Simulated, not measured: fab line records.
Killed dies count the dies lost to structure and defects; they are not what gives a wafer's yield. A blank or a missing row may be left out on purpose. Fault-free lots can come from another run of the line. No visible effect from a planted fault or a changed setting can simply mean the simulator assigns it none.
fab line records | flow nand_harc
record: lots: 5 | wafers: 15 | last_day: 31
route steps=1302 shown THIN_TSV@1294 END@1301
lots with no fault: from the same line, run without faults
start_h: hours from the record's first day to the start of the lot's first wafer shown | wait_h: hours elapsed since this lot's preceding step | " unchanged from the row above | L1.1+2: a row that stands for several wafers | - no value present, or no start provided | * or withheld: withheld | < > ~ a bound
route shown NAME@n: a module of which the file shows steps, and the number in the route of the first | usual: mean/standard deviation taken from wafers without a fault | same: alike in all rows | chamber/n: place in a boat | sites: the reading at each site | _std_site: standard deviation of those values | _edge_site: the outer-site mean with the inner-site mean subtracted | radius_mm: for every site, how far away it sits from the centre of the wafer | mask NAME#n: copy n | behind: the last tool/chamber to shape the wafer | hold: what put the lot on hold/how long, in hours/how the hold closed | device: whichever transistor did not switch (one of n, p or np) | end of line: tests of these same wafers at the route's end | a step with no rows: only its recipe | killed: dies that structure and defects cost at the first sort, which is not the same as the wafer's yield | map: the dies of a wafer, with x for killed, . for not killed, _ for no die there
set.NAME: setting as actually run; set.NAME@STEP: the setting as run at that earlier step | model.NAME: the simulator's own value behind a step, which no gauge read
certain route steps with their lots: each step a table, each wafer a row
services: a tool's chamber out of use, with start hour (start_h, from the record's first day; less than 0 if before it), hours out, and reason
== steps ==
step: NHARC_THIN_TSV_ETCH_59
recipe: target_depth_a: 8800 | icp_w: 900 | bias_w: 100 | Cl2_flow_sccm: 60 | bcl3_flow_sccm: 30 | time_s: 138.1 | chemistry: Cl2/BCl3
usual: drypump_motor_current_A: 6.0/0.69 | mfc_cl2_sccm: 59.97/0.16 | oes_product_au: 1.002/0.0082 | rf_fwd_power_W: 895.7/2.7 | throttle_valve_pct: 22.265/0.0098
lot.wafer | tool         | chamber | start_h | wait_h | drypump_motor_current_A | mfc_cl2_sccm | oes_product_au | rf_fwd_power_W | rf_hours_counter_h | throttle_valve_pct
L081.4    | rie_metal-01 | 1       | 625.64  | 0.2    | 6.4                     | 59.96        | 1.004          | 894.8          | -                  | 22.278
L081.3    | "            | 0       | "       | "      | 5.0                     | 60.09        | 1.006          | 890.8          | -                  | 22.253
L081.6    | "            | 1       | "       | "      | 6.4                     | 60.11        | 1.003          | 893.1          | -                  | 22.257
L083.1    | rie_metal-03 | 0       | 649.01  | 0.2    | 6.1                     | 60.09        | 1.000          | 895.7          | 2.0                | 22.264
L083.4    | "            | 1       | "       | "      | 5.0                     | 59.97        | 0.998          | 900.8          | -                  | 22.242
L083.5    | "            | 0       | "       | "      | 6.1                     | 59.91        | 0.997          | 893.7          | -                  | 22.259
L085.1    | rie_metal-01 | 1       | 660.96  | 0.1    | 6.4                     | 60.16        | 1.014          | 892.9          | 1.7                | 22.258
L085.4    | "            | 1       | "       | "      | 6.4                     | 59.84        | 1.002          | 894.1          | -                  | 22.277
L085.3    | "            | 0       | "       | "      | 5.0                     | 59.85        | 0.996          | 897.7          | -                  | 22.277
L086.1    | rie_metal-02 | 0       | 679.07  | 0.2    | 6.7                     | 59.80        | 1.000          | 895.3          | 1.0                | 22.264
L086.3    | "            | 1       | "       | "      | 6.6                     | 60.32        | 0.995          | 896.2          | -                  | 22.272
L086.6    | "            | 0       | "       | "      | 6.6                     | 59.92        | 0.998          | 896.3          | -                  | 22.249
L091.2    | rie_metal-01 | 0       | 734.13  | 0.2    | 5.0                     | 59.93        | 1.004          | 890.9          | 2.5                | 22.259
L091.6    | "            | 1       | "       | "      | 6.4                     | 59.94        | 1.002          | 895.8          | -                  | 22.261
L091.5    | "            | 0       | "       | "      | 5.0                     | 59.93        | 0.993          | 887.3          | -                  | 22.267
step: NHARC_THIN_TSV_ETCH_36
recipe: target_depth_a: 650 | over_etch_frac: 0.3 | time_s: 18.571 | ion_energy_ev: 150 | chemistry: Cl2/BCl3
usual: drypump_motor_current_A: 6.0/0.69 | oes_product_au: 1.001/0.0074
lot.wafer | tool         | chamber | start_h | wait_h | drypump_motor_current_A | oes_product_au | rf_hours_counter_h
L081.4    | rie_metal-01 | 0       | 625.84  | 0.2    | 5.0                     | 1.002          | -
L081.3    | "            | 1       | "       | "      | 6.4                     | 1.012          | -
L081.6    | "            | 0       | "       | "      | 5.0                     | 0.993          | -
L083.1    | rie_metal-03 | 1       | 649.23  | 0.2    | 5.0                     | 1.013          | 2.1
L083.4    | "            | 1       | "       | "      | 5.0                     | 0.996          | -
L083.5    | "            | 0       | "       | "      | 6.1                     | 1.011          | -
L085.1    | rie_metal-01 | 0       | 661.22  | 0.2    | 5.0                     | 0.993          | 1.0
L085.3    | "            | 0       | "       | "      | 5.0                     | 0.991          | -
L085.4    | "            | 1       | "       | "      | 6.4                     | 1.008          | -
L086.1    | rie_metal-02 | 0       | 679.36  | 0.2    | 6.6                     | 1.005          | 1.1
L086.3    | "            | 0       | "       | "      | 6.7                     | 0.999          | -
L086.6    | "            | 1       | "       | "      | 6.6                     | 0.999          | -
L091.2    | rie_metal-01 | 1       | 734.35  | 0.2    | 6.4                     | 1.014          | 3.5
L091.6    | "            | 1       | "       | "      | 6.4                     | 1.011          | -
L091.5    | "            | 0       | "       | "      | 4.9                     | 0.995          | -
step: NHARC_THIN_TSV_STRIP_56
recipe: power_w: 1500 | temp_c: 250 | chemistry: O2
usual: drypump_motor_current_A: 5.5/0.58 | heater_power_w: 334/11
lot.wafer | tool            | chamber | start_h | wait_h | drypump_motor_current_A | heater_power_w | rf_hours_counter_h
L081.4    | plasma_asher-02 | 1       | 626.02  | 0.2    | 5.2                     | 323            | -
L081.3    | "               | 0       | "       | "      | 5.5                     | 342            | -
L081.6    | "               | 1       | "       | "      | 5.2                     | 320            | -
L083.1    | plasma_asher-01 | 0       | 649.36  | 0.1    | 4.9                     | 351            | 28
L083.4    | "               | 1       | "       | "      | 6.5                     | 327            | -
L083.5    | "               | 1       | "       | "      | 6.4                     | 320            | -
L085.1    | plasma_asher-01 | 1       | 661.37  | 0.1    | 6.5                     | 319            | 30
L085.3    | "               | 0       | "       | "      | 4.9                     | 341            | -
L085.4    | "               | 1       | "       | "      | 6.6                     | 323            | -
L086.1    | plasma_asher-02 | 1       | 679.52  | 0.1    | 5.2                     | 321            | 12
L086.3    | "               | 1       | "       | "      | 5.2                     | 320            | -
L086.6    | "               | 0       | "       | "      | 5.5                     | 337            | -
L091.2    | plasma_asher-02 | 1       | 734.50  | 0.1    | 5.1                     | 318            | 25
L091.5    | "               | 0       | "       | "      | 5.5                     | 344            | -
L091.6    | "               | 1       | "       | "      | 5.1                     | 328            | -
step: NHARC_THIN_TSV_STRIP_57
recipe: time_s: 1200 | temp_c: 72.5 | chemistry: post_etch_residue_remover
lot.wafer  | tool         | chamber | start_h | wait_h
L081.6+4+3 | wet_bench-08 | 3,5,6   | 626.29  | 0.1
L083.4+5+1 | wet_bench-10 | 3,4,6   | 649.72  | 0.2
L085.4+3+1 | wet_bench-10 | 5,1,2   | 661.67  | 0.2
L086.1+3+6 | wet_bench-10 | 5,7,1   | 679.82  | 0.3
L091.5+6+2 | wet_bench-08 | 5,7,0   | 734.80  | 0.1
step: NHARC_THIN_TSV_CD_MEAS_37
usual: cd_nm: 5000.1/2
lot.wafer | tool      | chamber | start_h | wait_h | cd_nm
L081.3    | cd_sem-02 | -       | 626.72  | -      | 4999.3
L081.4    | "         | -       | "       | "      | 4999.7
L081.6    | "         | -       | "       | "      | 4998.2
L083.1    | cd_sem-01 | -       | 650.16  | -      | 4998.3
L083.4    | "         | -       | "       | "      | 4999.7
L083.5    | "         | -       | "       | "      | 5001.9
L085.1    | cd_sem-03 | -       | 662.12  | -      | 4997.0
L085.3    | "         | -       | "       | "      | 4997.9
L085.4    | "         | -       | "       | "      | 4999.5
L086.1    | cd_sem-02 | -       | 680.26  | -      | 5000.1
L086.3    | "         | -       | "       | "      | 4997.2
L086.6    | "         | -       | "       | "      | 5001.1
L091.2    | cd_sem-02 | -       | 735.24  | -      | 5000.8
L091.5    | "         | -       | "       | "      | 5002.2
L091.6    | "         | -       | "       | "      | 5000.7
step: NHARC_THIN_TSV_ANNEAL_58
recipe: temp_c: 400 | time_s: 1800
lot.wafer  | tool       | chamber | start_h | wait_h
L081.3+4+6 | furnace-05 | 0       | 629.81  | 3.1
L083.1+4+5 | furnace-05 | 0       | 655.35  | 5.2
L085.1+3+4 | furnace-05 | 0       | 664.08  | 2.0
L086.1+3+6 | furnace-07 | 0       | 686.23  | 6.0
L091.2+5+6 | furnace-04 | 0       | 738.39  | 3.1
step: NHARC_THIN_TSV_INSPECT_40
usual: raw_defect_count: 567/96
lot.wafer | tool              | chamber | start_h | wait_h | raw_defect_count
L081.3    | defect_inspect-02 | -       | 631.26  | 0.4    | 588
L081.4    | "                 | -       | "       | "      | 603
L081.6    | "                 | -       | "       | "      | 569
L083.1    | defect_inspect-01 | -       | 656.80  | 0.4    | 396
L083.4    | "                 | -       | "       | "      | 521
L083.5    | "                 | -       | "       | "      | 416
L085.1    | defect_inspect-02 | -       | 665.53  | 0.4    | 476
L085.3    | "                 | -       | "       | "      | 531
L085.4    | "                 | -       | "       | "      | 464
L086.1    | defect_inspect-02 | -       | 687.68  | 0.4    | 668
L086.3    | "                 | -       | "       | "      | 590
L086.6    | "                 | -       | "       | "      | 655
L091.2    | defect_inspect-01 | -       | 739.83  | 0.4    | 455
L091.5    | "                 | -       | "       | "      | 527
L091.6    | "                 | -       | "       | "      | 549
step: NHARC_END_WLT_00
usual: VT_DECK1_BOTTOM: 0.873/0.007 | VT_DECK1_BOTTOM_INNER: 0.872/0.007 | VT_DECK1_MEDIAN_NEAR_BOTTOM: 0.874/0.0064 | VT_DECK1_MEDIAN_NEAR_BOTTOM_INNER: 0.874/0.0069 | VT_DECK1_MIDDLE: 0.885/0.0066 | VT_DECK1_MIDDLE_INNER: 0.886/0.0074 | VT_DECK1_TOP: 0.897/0.0072 | VT_DECK1_TOP_INNER: 0.897/0.0068 | VT_DECK2_BOTTOM: 0.869/0.0058 | VT_DECK2_BOTTOM_INNER: 0.869/0.0056 | VT_DECK2_MEDIAN_NEAR_BOTTOM: 0.871/0.0062 | VT_DECK2_MEDIAN_NEAR_BOTTOM_INNER: 0.870/0.0063 | VT_DECK2_MIDDLE: 0.883/0.0056 | VT_DECK2_MIDDLE_INNER: 0.882/0.0056 | VT_DECK2_TOP: 0.894/0.0056 | VT_DECK2_TOP_INNER: 0.893/0.006
lot.wafer | tool      | chamber | start_h | wait_h | VT_DECK1_BOTTOM | VT_DECK1_BOTTOM_INNER | VT_DECK1_MEDIAN_NEAR_BOTTOM | VT_DECK1_MEDIAN_NEAR_BOTTOM_INNER | VT_DECK1_MIDDLE | VT_DECK1_MIDDLE_INNER | VT_DECK1_TOP | VT_DECK1_TOP_INNER | VT_DECK2_BOTTOM | VT_DECK2_BOTTOM_INNER | VT_DECK2_MEDIAN_NEAR_BOTTOM | VT_DECK2_MEDIAN_NEAR_BOTTOM_INNER | VT_DECK2_MIDDLE | VT_DECK2_MIDDLE_INNER | VT_DECK2_TOP | VT_DECK2_TOP_INNER
L081.3    | prober-01 | -       | 632.28  | 1.0    | 0.879           | 0.877                 | 0.867                       | 0.877                             | 0.896           | 0.891                 | 0.900        | 0.901              | 0.855           | 0.860                 | 0.874                       | 0.867                             | 0.882           | 0.884                 | 0.894        | 0.897
L081.4    | "         | -       | "       | "      | 0.880           | 0.879                 | 0.878                       | 0.874                             | 0.887           | 0.890                 | 0.903        | 0.896              | 0.876           | 0.869                 | 0.877                       | 0.868                             | 0.889           | 0.883                 | 0.894        | 0.893
L081.6    | "         | -       | "       | "      | 0.869           | 0.880                 | 0.882                       | 0.880                             | 0.894           | 0.892                 | 0.907        | 0.895              | 0.872           | 0.881                 | 0.877                       | 0.873                             | 0.885           | 0.883                 | 0.890        | 0.886
L083.1    | prober-01 | -       | 656.85  | 0.0    | 0.867           | 0.872                 | 0.867                       | 0.866                             | 0.889           | 0.880                 | 0.903        | 0.895              | 0.883           | 0.876                 | 0.873                       | 0.875                             | 0.889           | 0.890                 | 0.897        | 0.895
L083.4    | "         | -       | 658.36  | 1.6    | 0.865           | 0.873                 | 0.877                       | 0.872                             | 0.890           | 0.889                 | 0.896        | 0.900              | 0.873           | 0.881                 | 0.876                       | 0.884                             | 0.881           | 0.889                 | 0.894        | 0.895
L083.5    | "         | -       | "       | "      | 0.874           | 0.871                 | 0.875                       | 0.874                             | 0.891           | 0.884                 | 0.894        | 0.901              | 0.866           | 0.870                 | 0.876                       | 0.875                             | 0.887           | 0.896                 | 0.904        | 0.906
L085.1    | prober-01 | -       | 665.58  | 0.0    | 0.873           | 0.872                 | 0.866                       | 0.878                             | 0.885           | 0.894                 | 0.895        | 0.890              | 0.872           | 0.880                 | 0.874                       | 0.877                             | 0.886           | 0.879                 | 0.909        | 0.889
L085.3    | "         | -       | 666.58  | 1.0    | 0.863           | 0.872                 | 0.862                       | 0.869                             | 0.888           | 0.882                 | 0.904        | 0.905              | 0.864           | 0.873                 | 0.863                       | 0.871                             | 0.880           | 0.881                 | 0.898        | 0.893
L085.4    | "         | -       | "       | "      | 0.871           | 0.877                 | 0.876                       | 0.880                             | 0.887           | 0.887                 | 0.904        | 0.897              | 0.868           | 0.864                 | 0.871                       | 0.861                             | 0.881           | 0.886                 | 0.901        | 0.894
L086.1    | prober-02 | -       | 687.75  | 0.1    | 0.879           | 0.873                 | 0.881                       | 0.876                             | 0.889           | 0.890                 | 0.898        | 0.901              | 0.865           | 0.862                 | 0.871                       | 0.866                             | 0.880           | 0.874                 | 0.890        | 0.886
L086.3    | "         | -       | 688.77  | 1.1    | 0.878           | 0.874                 | 0.873                       | 0.875                             | 0.887           | 0.890                 | 0.897        | 0.911              | 0.867           | 0.864                 | 0.864                       | 0.865                             | 0.879           | 0.882                 | 0.884        | 0.891
L086.6    | "         | -       | 690.30  | 2.6    | 0.877           | 0.874                 | 0.873                       | 0.880                             | 0.892           | 0.893                 | 0.909        | 0.908              | 0.867           | 0.862                 | 0.864                       | 0.863                             | 0.881           | 0.871                 | 0.885        | 0.883
L091.2    | prober-02 | -       | 740.39  | 0.6    | 0.874           | 0.868                 | 0.870                       | 0.878                             | 0.884           | 0.879                 | 0.892        | 0.896              | 0.868           | 0.870                 | 0.872                       | 0.874                             | 0.877           | 0.880                 | 0.890        | 0.890
L091.5    | "         | -       | 741.87  | 2.0    | 0.865           | 0.866                 | 0.863                       | 0.868                             | 0.871           | 0.871                 | 0.888        | 0.890              | 0.869           | 0.864                 | 0.874                       | 0.873                             | 0.881           | 0.878                 | 0.893        | 0.890
L091.6    | "         | -       | "       | "      | 0.868           | 0.869                 | 0.868                       | 0.865                             | 0.877           | 0.882                 | 0.892        | 0.889              | 0.870           | 0.869                 | 0.863                       | 0.869                             | 0.879           | 0.877                 | 0.898        | 0.901
step: NHARC_END_SORT_01
recipe: temp_c: 25
usual: defect_limited_yield: 91.5/2.4 | killed_at_array: 52/16 | killed_at_other: 0.8/1.1 | killed_at_periphery: 4.2/2.5 | killed_dies: 57/16 | killed_open: 3.4/2 | killed_short: 2.6/1.6 | sort_bin_2_pct: 3.0/1.1 | sort_bin_3_pct: 0.6/0.31 | sort_bin_4_pct: 4.8/1.4 | sort_n_pass: 620/16 | sort_rim_yield_pct: 90/4.8 | sort_yield_pct: 91.5/2.4
same: gross_dies: 677 | sort_bin_5_pct[%]: 0 | sort_bin_6_pct[%]: 0 | sort_bin_7_pct[%]: 0 | sort_bin_8_pct[%]: 0 | sort_rim_n_gross: 106.00
lot.wafer | tool      | chamber | start_h | wait_h | defect_limited_yield[%] | killed_at_array | killed_at_other | killed_at_periphery | killed_dies | killed_open | killed_short | sort_bin_2_pct[%] | sort_bin_3_pct[%] | sort_bin_4_pct[%] | sort_n_pass | sort_rim_yield_pct[%] | sort_yield_pct[%]
L085.1    | prober-01 | 0       | 668.57  | 2.5    | 92.3                    | 48              | 0               | 4                   | 52          | 4           | 1            | 3.4               | 0.4               | 3.8               | 625         | 90                    | 92.3
killed by level:class
L085.1 A_SLIT:chamber_film_flake=16 A_CHANNEL_HOLE_D2:chamber_film_flake=10 A_CHANNEL_HOLE_D1:chamber_film_flake=7 A_STAIRCASE:chamber_film_flake=6 A_CONTACT:chamber_film_flake=3 P_GATE:chamber_film_flake=2 A_CHANNEL_HOLE_D1:geometric_particle:short=1 A_CHANNEL_FILL_D1:geometric_particle:open=1
== services ==
tool            | chamber | start_h | hours | kind
plasma_asher-02 | -       | 603.49  | 9.0   | pm
plasma_asher-02 | 0       | 603.49  | 9.0   | vent_cycle
plasma_asher-02 | 1       | 603.49  | 9.0   | vent_cycle
plasma_asher-02 | 0       | 612.49  | -     | clean
plasma_asher-02 | 1       | 612.49  | -     | clean
plasma_asher-02 | -       | 613.20  | 4.1   | repair
rie_metal-02    | -       | 631.00  | 9.0   | pm
rie_metal-03    | -       | 643.78  | 0.7   | repair
wet_bench-08    | -       | 646.40  | 8.0   | pm
rie_metal-03    | -       | 649.44  | 0.4   | repair
wet_bench-10    | -       | 663.20  | 8.0   | pm
wet_bench-10    | 0       | 671.20  | -     | consumable_replace:bath
wet_bench-10    | 0       | 671.20  | -     | consumable_replace:filter
wet_bench-10    | 1       | 671.20  | -     | consumable_replace:bath
wet_bench-10    | 1       | 671.20  | -     | consumable_replace:filter
wet_bench-10    | 2       | 671.20  | -     | consumable_replace:bath
wet_bench-10    | 2       | 671.20  | -     | consumable_replace:filter
rie_metal-03    | -       | 678.35  | 0.5   | repair
plasma_asher-01 | -       | 684.99  | 7.3   | repair
rie_metal-03    | -       | 696.00  | 9.0   | pm
plasma_asher-01 | -       | 696.40  | 9.0   | pm
plasma_asher-02 | -       | 711.49  | 4.4   | repair
rie_metal-02    | 1       | 723.16  | 4.3   | repair
rie_metal-02    | 1       | 727.63  | 3.1   | repair
== key ==
fault none
